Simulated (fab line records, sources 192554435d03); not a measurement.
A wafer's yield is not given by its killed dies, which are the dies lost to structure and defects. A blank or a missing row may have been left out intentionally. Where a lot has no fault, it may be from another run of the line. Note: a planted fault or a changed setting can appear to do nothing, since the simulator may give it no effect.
Matching of chambers    flow n5 finfet    3 sister chambers for N5_BEOL_M5_CO_CAP_78 on cvd co-01
The step material Co, precursor CCTBA/H2, target thk 2 nm, time 102.1 s. 6 wafers are shown with their chamber, then 10 later ones without.

## WAFERS PAIRED WITH THEIR CHAMBERS
wafer   chamber  heater power w (W)
L084.1  1        225
L086.2  1        222
L088.3  0        245
L088.5  2        220
L090.1  2        218
L090.3  0        236

## WAFERS WHOSE CHAMBER IS MISSING
wafer   heater power w (W)
L090.4  242
L093.2  215
L093.5  220
L093.6  241
L094.3  221
L094.4  226
L094.5  250
L095.1  244
L095.2  228
L095.6  228

## WHICH CHAMBER EACH WENT THROUGH
wafer   from the rows above      in truth
L090.4  0                        0
L093.2  can't be placed: 2 or 1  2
L093.5  can't be placed: 2 or 1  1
L093.6  0                        0
L094.3  can't be placed: 2 or 1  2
L094.4  can't be placed: 1 or 2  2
L094.5  0                        0
L095.1  0                        0
L095.2  can't be placed: 1 or 2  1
L095.6  can't be placed: 1 or 2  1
Placed correctly: 4 of 10. Cannot be placed on the basis of these rows: 6; the candidates contain the true chamber in 6. Number placed wrongly: 0.
How it was worked out, from the rows above alone: a wafer's distance from a chamber is the root of the sum, over the readings, of the square of ((its reading less the chamber's mean) divided by the reading's scatter). The wafer belongs to the nearest chamber; if the next one is less than 2 further off, it can't be placed. A chamber's mean is the mean of its shown wafers. The scatter: take each reading less its chamber's mean, square it, sum over the shown wafers, divide by the number of wafers less the number of chambers, and take the root.
